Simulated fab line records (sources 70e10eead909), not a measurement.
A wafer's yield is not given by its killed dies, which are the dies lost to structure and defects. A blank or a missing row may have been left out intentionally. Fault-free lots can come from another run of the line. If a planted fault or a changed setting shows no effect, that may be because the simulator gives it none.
What tool caused it? || flow nand_harc || 12 lots, 36 wafers sampled, at 6 steps of a route of 1302

WHAT THE GAUGES READ, wafer by wafer
NHARC_P_GATE_CD_MEAS_91: target cd 2000 nm.
{"lot": "L714", "measured": "day 6 13:39", "on": "cd_sem-02", "cd_nm (nm)": "2003.6 2003.0 2000.5"}
{"lot": "L718", "measured": "day 8 05:48", "on": "cd_sem-03", "cd_nm (nm)": "- - -"}
{"lot": "L721", "measured": "day 9 06:31", "on": "cd_sem-02", "cd_nm (nm)": "1998.9 2000.4 1997.7"}
{"lot": "L726", "measured": "day 11 20:49", "on": "cd_sem-03", "cd_nm (nm)": "1999.0 1998.8 1998.9"}
{"lot": "L727", "measured": "day 11 21:18", "on": "cd_sem-03", "cd_nm (nm)": "1997.8 1999.7 2000.9"}
{"lot": "L728", "measured": "day 12 10:36", "on": "cd_sem-02", "cd_nm (nm)": "1999.3 1999.4 2002.0"}
{"lot": "L730", "measured": "day 13 06:55", "on": "cd_sem-01", "cd_nm (nm)": "1998.8 1997.8 2000.3"}
{"lot": "L731", "measured": "day 13 20:21", "on": "cd_sem-03", "cd_nm (nm)": "2001.0 1999.8 2001.1"}
{"lot": "L732", "measured": "day 14 00:26", "on": "cd_sem-03", "cd_nm (nm)": "1998.9 1999.7 2002.5"}
{"lot": "L733", "measured": "day 14 05:04", "on": "cd_sem-03", "cd_nm (nm)": "2000.8 1998.1 1998.7"}
{"lot": "L734", "measured": "day 14 20:44", "on": "cd_sem-02", "cd_nm (nm)": "1999.4 1999.9 1998.0"}
{"lot": "L735", "measured": "day 15 00:58", "on": "cd_sem-02", "cd_nm (nm)": "1999.5 1996.0 1999.8"}

NHARC_END_SORT_01.
{"lot": "L718", "measured": "day 26 12:28", "on": "prober-02", "killed_at_array": "50 56 46", "killed_at_other": "1 1 0", "killed_at_periphery": "626 620 631", "killed_dies": "677 677 677", "killed_open": "2 4 1", "killed_short": "3 3 1"}

EACH LOT AND THE TOOL THAT RAN IT (in order: tool; ch and the chambers of the sampled wafers; start)
{"lot": "L714", "NHARC_P_GATE_DESCUM_31": "rie_diel-11 ch 0,1,3, day 5 22:28", "NHARC_P_GATE_HM_OPEN_105": "rie_diel-11 ch 0,1, day 6 10:41 or earlier", "NHARC_P_GATE_STRIP_111": "plasma_asher-01 ch 0,1, day 6 10:41", "NHARC_P_GATE_EXPOSE_88": "krf_scanner-04 ch 0, day 6 13:29"}
{"lot": "L718", "NHARC_P_GATE_DESCUM_31": "rie_diel-07 ch 0,1, day 7 14:41", "NHARC_P_GATE_HM_OPEN_105": "rie_diel-07 ch 0,1,2, day 8 03:00 or earlier", "NHARC_P_GATE_STRIP_111": "plasma_asher-02 ch 0,1, day 8 03:00", "NHARC_P_GATE_EXPOSE_88": "krf_scanner-04 ch 0, day 8 05:39"}
{"lot": "L721", "NHARC_P_GATE_DESCUM_31": "rie_diel-11 ch 0,1,3, day 8 15:18", "NHARC_P_GATE_HM_OPEN_105": "rie_diel-11 ch 0,2,3, day 9 03:38 or earlier", "NHARC_P_GATE_STRIP_111": "plasma_asher-02 ch 0,1, day 9 03:38", "NHARC_P_GATE_EXPOSE_88": "krf_scanner-02 ch 0, day 9 06:22"}
{"lot": "L726", "NHARC_P_GATE_DESCUM_31": "rie_diel-06 ch 0,1,3, day 11 03:42", "NHARC_P_GATE_HM_OPEN_105": "rie_diel-06 ch 0,1, day 11 18:17 or earlier", "NHARC_P_GATE_STRIP_111": "plasma_asher-02 ch 0,1, day 11 18:17", "NHARC_P_GATE_EXPOSE_88": "krf_scanner-04 ch 0, day 11 20:40"}
{"lot": "L727", "NHARC_P_GATE_DESCUM_31": "rie_diel-06 ch 0,2,3, day 11 04:25", "NHARC_P_GATE_HM_OPEN_105": "rie_diel-06 ch 0,3, day 11 16:38 or earlier", "NHARC_P_GATE_STRIP_111": "plasma_asher-01 ch 0, day 11 16:38", "NHARC_P_GATE_EXPOSE_88": "krf_scanner-03 ch 0, day 11 21:08"}
{"lot": "L728", "NHARC_P_GATE_DESCUM_31": "rie_diel-07 ch 0,2, day 11 19:07", "NHARC_P_GATE_HM_OPEN_105": "rie_diel-07 ch 2,3, day 12 07:40 or earlier", "NHARC_P_GATE_STRIP_111": "plasma_asher-01 ch 0,1, day 12 07:40", "NHARC_P_GATE_EXPOSE_88": "krf_scanner-02 ch 0, day 12 10:26"}
{"lot": "L730", "NHARC_P_GATE_DESCUM_31": "rie_diel-07 ch 1,2,3, day 12 15:39", "NHARC_P_GATE_HM_OPEN_105": "rie_diel-07 ch 0,2,3, day 13 04:04 or earlier", "NHARC_P_GATE_STRIP_111": "plasma_asher-01 ch 0,1, day 13 04:04", "NHARC_P_GATE_EXPOSE_88": "krf_scanner-04 ch 0, day 13 06:45"}
{"lot": "L731", "NHARC_P_GATE_DESCUM_31": "rie_diel-07 ch 1,2,3, day 13 02:56", "NHARC_P_GATE_HM_OPEN_105": "rie_diel-07 ch 0,1,3, day 13 17:25 or earlier", "NHARC_P_GATE_STRIP_111": "plasma_asher-02 ch 0,1, day 13 17:25", "NHARC_P_GATE_EXPOSE_88": "krf_scanner-02 ch 0, day 13 20:11"}
{"lot": "L732", "NHARC_P_GATE_DESCUM_31": "rie_diel-11 ch 0,1,2, day 13 09:04", "NHARC_P_GATE_HM_OPEN_105": "rie_diel-11 ch 1,2, day 13 21:31 or earlier", "NHARC_P_GATE_STRIP_111": "plasma_asher-01 ch 0,1, day 13 21:31", "NHARC_P_GATE_EXPOSE_88": "krf_scanner-04 ch 0, day 14 00:17"}
{"lot": "L733", "NHARC_P_GATE_DESCUM_31": "rie_diel-06 ch 1,2,3, day 13 13:48", "NHARC_P_GATE_HM_OPEN_105": "rie_diel-06 ch 2,3, day 14 02:15 or earlier", "NHARC_P_GATE_STRIP_111": "plasma_asher-02 ch 0,1, day 14 02:15", "NHARC_P_GATE_EXPOSE_88": "krf_scanner-04 ch 0, day 14 04:55"}
{"lot": "L734", "NHARC_P_GATE_DESCUM_31": "rie_diel-07 ch 0,2,3, day 14 05:33", "NHARC_P_GATE_HM_OPEN_105": "rie_diel-07 ch 0,1,2, day 14 17:56 or earlier", "NHARC_P_GATE_STRIP_111": "plasma_asher-02 ch 0,1, day 14 17:56", "NHARC_P_GATE_EXPOSE_88": "krf_scanner-04 ch 0, day 14 20:35"}
{"lot": "L735", "NHARC_P_GATE_DESCUM_31": "rie_diel-11 ch 0,1,3, day 14 09:50", "NHARC_P_GATE_HM_OPEN_105": "rie_diel-11 ch 0,1,3, day 14 22:10 or earlier", "NHARC_P_GATE_STRIP_111": "plasma_asher-02 ch 0,1, day 14 22:10", "NHARC_P_GATE_EXPOSE_88": "krf_scanner-04 ch 0, day 15 00:48"}
- NHARC_P_GATE_DESCUM_31: chemistry O2, time 3 s.
- NHARC_P_GATE_HM_OPEN_105: chemistry O2/COS, target depth 360 nm.
- NHARC_P_GATE_STRIP_111: strips in N2/H2, time 250 s.
- NHARC_P_GATE_EXPOSE_88: exposes mask P HVN, target cd 2000 nm.

WHAT THE TOOLS THEMSELVES READ (means of the sampled wafers that have a number; where no wafer has one, the mark that the record gives instead)
NHARC_P_GATE_DESCUM_31.
{"lot": "L714", "tool": "rie_diel-11", "drypump_motor_current_A (A)": 5.5, "oes_product_au (a.u.)": 0.997, "rf_vpp_V (V)": 57.8, "showerhead_plenum_p_Torr (Torr)": 1.85, "throttle_valve_pct (%)": 11.308}
{"lot": "L718", "tool": "rie_diel-07", "drypump_motor_current_A (A)": 5.7, "oes_product_au (a.u.)": 1.006, "rf_vpp_V (V)": 57.2, "showerhead_plenum_p_Torr (Torr)": 1.86, "throttle_valve_pct (%)": 11.306}
{"lot": "L721", "tool": "rie_diel-11", "drypump_motor_current_A (A)": 5.5, "oes_product_au (a.u.)": 1.001, "rf_vpp_V (V)": 57.4, "showerhead_plenum_p_Torr (Torr)": 1.85, "throttle_valve_pct (%)": 11.311}
{"lot": "L726", "tool": "rie_diel-06", "drypump_motor_current_A (A)": 5.6, "oes_product_au (a.u.)": 1.001, "rf_vpp_V (V)": 58.1, "showerhead_plenum_p_Torr (Torr)": 1.93, "throttle_valve_pct (%)": 11.314}
{"lot": "L727", "tool": "rie_diel-06", "drypump_motor_current_A (A)": 5.9, "oes_product_au (a.u.)": 0.998, "rf_vpp_V (V)": 59.4, "showerhead_plenum_p_Torr (Torr)": 1.88, "throttle_valve_pct (%)": 11.323}
{"lot": "L728", "tool": "rie_diel-07", "drypump_motor_current_A (A)": 6.2, "oes_product_au (a.u.)": 0.993, "rf_vpp_V (V)": 58.2, "showerhead_plenum_p_Torr (Torr)": 2.01, "throttle_valve_pct (%)": 11.298}
{"lot": "L730", "tool": "rie_diel-07", "drypump_motor_current_A (A)": 5.7, "oes_product_au (a.u.)": 0.993, "rf_vpp_V (V)": 57.3, "showerhead_plenum_p_Torr (Torr)": 1.89, "throttle_valve_pct (%)": 11.316}
{"lot": "L731", "tool": "rie_diel-07", "drypump_motor_current_A (A)": 5.7, "oes_product_au (a.u.)": 1.003, "rf_vpp_V (V)": 57.8, "showerhead_plenum_p_Torr (Torr)": 1.89, "throttle_valve_pct (%)": 11.314}
{"lot": "L732", "tool": "rie_diel-11", "drypump_motor_current_A (A)": 6.0, "oes_product_au (a.u.)": 0.995, "rf_vpp_V (V)": 57.4, "showerhead_plenum_p_Torr (Torr)": 1.86, "throttle_valve_pct (%)": 11.311}
{"lot": "L733", "tool": "rie_diel-06", "drypump_motor_current_A (A)": 5.5, "oes_product_au (a.u.)": 1.003, "rf_vpp_V (V)": 58.2, "showerhead_plenum_p_Torr (Torr)": 1.90, "throttle_valve_pct (%)": 11.310}
{"lot": "L734", "tool": "rie_diel-07", "drypump_motor_current_A (A)": 6.1, "oes_product_au (a.u.)": 1.004, "rf_vpp_V (V)": 57.9, "showerhead_plenum_p_Torr (Torr)": 1.95, "throttle_valve_pct (%)": 11.310}
{"lot": "L735", "tool": "rie_diel-11", "drypump_motor_current_A (A)": 5.5, "oes_product_au (a.u.)": 0.996, "rf_vpp_V (V)": 56.8, "showerhead_plenum_p_Torr (Torr)": 1.84, "throttle_valve_pct (%)": 11.319}

NHARC_P_GATE_HM_OPEN_105.
{"lot": "L714", "tool": "rie_diel-11", "drypump_motor_current_A (A)": 5.7, "oes_product_au (a.u.)": 0.993, "rf_vpp_V (V)": 466.5, "showerhead_plenum_p_Torr (Torr)": 3.08, "throttle_valve_pct (%)": 28.325}
{"lot": "L718", "tool": "rie_diel-07", "drypump_motor_current_A (A)": 5.8, "oes_product_au (a.u.)": 0.994, "rf_vpp_V (V)": 468.6, "showerhead_plenum_p_Torr (Torr)": 3.18, "throttle_valve_pct (%)": 28.327}
{"lot": "L721", "tool": "rie_diel-11", "drypump_motor_current_A (A)": 5.7, "oes_product_au (a.u.)": 0.996, "rf_vpp_V (V)": 464.2, "showerhead_plenum_p_Torr (Torr)": 2.98, "throttle_valve_pct (%)": 28.329}
{"lot": "L726", "tool": "rie_diel-06", "drypump_motor_current_A (A)": 5.4, "oes_product_au (a.u.)": 1.006, "rf_vpp_V (V)": 467.2, "showerhead_plenum_p_Torr (Torr)": 3.14, "throttle_valve_pct (%)": 28.329}
{"lot": "L727", "tool": "rie_diel-06", "drypump_motor_current_A (A)": 6.0, "oes_product_au (a.u.)": 0.997, "rf_vpp_V (V)": 467.8, "showerhead_plenum_p_Torr (Torr)": 3.13, "throttle_valve_pct (%)": 28.326}
{"lot": "L728", "tool": "rie_diel-07", "drypump_motor_current_A (A)": 5.7, "oes_product_au (a.u.)": 0.994, "rf_vpp_V (V)": 468.5, "showerhead_plenum_p_Torr (Torr)": 3.22, "throttle_valve_pct (%)": 28.328}
{"lot": "L730", "tool": "rie_diel-07", "drypump_motor_current_A (A)": 6.1, "oes_product_au (a.u.)": 0.999, "rf_vpp_V (V)": 468.4, "showerhead_plenum_p_Torr (Torr)": 3.19, "throttle_valve_pct (%)": 28.330}
{"lot": "L731", "tool": "rie_diel-07", "drypump_motor_current_A (A)": 6.0, "oes_product_au (a.u.)": 1.008, "rf_vpp_V (V)": 466.1, "showerhead_plenum_p_Torr (Torr)": 3.06, "throttle_valve_pct (%)": 28.328}
{"lot": "L732", "tool": "rie_diel-11", "drypump_motor_current_A (A)": 6.1, "oes_product_au (a.u.)": 0.992, "rf_vpp_V (V)": 466.2, "showerhead_plenum_p_Torr (Torr)": 3.05, "throttle_valve_pct (%)": 28.321}
{"lot": "L733", "tool": "rie_diel-06", "drypump_motor_current_A (A)": 5.8, "oes_product_au (a.u.)": 1.011, "rf_vpp_V (V)": 467.2, "showerhead_plenum_p_Torr (Torr)": 3.11, "throttle_valve_pct (%)": 28.338}
{"lot": "L734", "tool": "rie_diel-07", "drypump_motor_current_A (A)": 5.8, "oes_product_au (a.u.)": 1.003, "rf_vpp_V (V)": 467.7, "showerhead_plenum_p_Torr (Torr)": 3.18, "throttle_valve_pct (%)": 28.333}
{"lot": "L735", "tool": "rie_diel-11", "drypump_motor_current_A (A)": 5.5, "oes_product_au (a.u.)": 0.993, "rf_vpp_V (V)": 463.9, "showerhead_plenum_p_Torr (Torr)": 3.02, "throttle_valve_pct (%)": 28.334}

NHARC_P_GATE_STRIP_111.
{"lot": "L714", "tool": "plasma_asher-01", "drypump_motor_current_A (A)": 5.77, "heater_power_w (W)": 82}
{"lot": "L718", "tool": "plasma_asher-02", "drypump_motor_current_A (A)": 5.95, "heater_power_w (W)": 88}
{"lot": "L721", "tool": "plasma_asher-02", "drypump_motor_current_A (A)": 5.91, "heater_power_w (W)": 81}
{"lot": "L726", "tool": "plasma_asher-02", "drypump_motor_current_A (A)": 5.91, "heater_power_w (W)": 80}
{"lot": "L727", "tool": "plasma_asher-01", "drypump_motor_current_A (A)": 5.92, "heater_power_w (W)": 67}
{"lot": "L728", "tool": "plasma_asher-01", "drypump_motor_current_A (A)": 5.85, "heater_power_w (W)": 72}
{"lot": "L730", "tool": "plasma_asher-01", "drypump_motor_current_A (A)": 5.78, "heater_power_w (W)": 77}
{"lot": "L731", "tool": "plasma_asher-02", "drypump_motor_current_A (A)": 5.97, "heater_power_w (W)": 84}
{"lot": "L732", "tool": "plasma_asher-01", "drypump_motor_current_A (A)": 5.84, "heater_power_w (W)": 72}
{"lot": "L733", "tool": "plasma_asher-02", "drypump_motor_current_A (A)": 5.96, "heater_power_w (W)": 83}
{"lot": "L734", "tool": "plasma_asher-02", "drypump_motor_current_A (A)": 5.92, "heater_power_w (W)": 80}
{"lot": "L735", "tool": "plasma_asher-02", "drypump_motor_current_A (A)": 5.91, "heater_power_w (W)": 80}

THE ANSWER, worked out from the rows above alone
Rule: what is usual is taken from the lots themselves. The widest of any qualifying gaps counts: lots, ordered by their means at a reading, are off when they make up no more than a third of the lots, leave a main group of 4 or more, and stand apart from it by 3 or more times the standard deviation of that group's means. Not used: any main group whose means are identical at the precision the tables above print for the reading. Also off: a lot with no number at a reading for which 4 or more lots have one. Any other lot the step has rows for is counted as sound. Order of review: gauges by route order, followed by the tools' own readings, for which a lot's mean as printed above is used. At the first step where some lot is off, the reading lying furthest off is the one used; lots without a number count as furthest.
Off, at NHARC_P_GATE_CD_MEAS_91 on cd_nm: L718. Without a number there: L718. For the main group the mean is 1999.7 nm and the standard deviation 1.1.
If a tool, at a process step before that reading, ran all the lots that are off and no sound lot after the first of them, it fits. Gauges at NHARC_P_GATE_CD_MEAS_91: tried the same way as those tools. NHARC_P_GATE_HM_OPEN_105 gives no start for some lots, so the hours and the order of its lots are those of NHARC_P_GATE_STRIP_111. None of those tried fits.

WHAT THE SIMULATOR HAD PUT IN
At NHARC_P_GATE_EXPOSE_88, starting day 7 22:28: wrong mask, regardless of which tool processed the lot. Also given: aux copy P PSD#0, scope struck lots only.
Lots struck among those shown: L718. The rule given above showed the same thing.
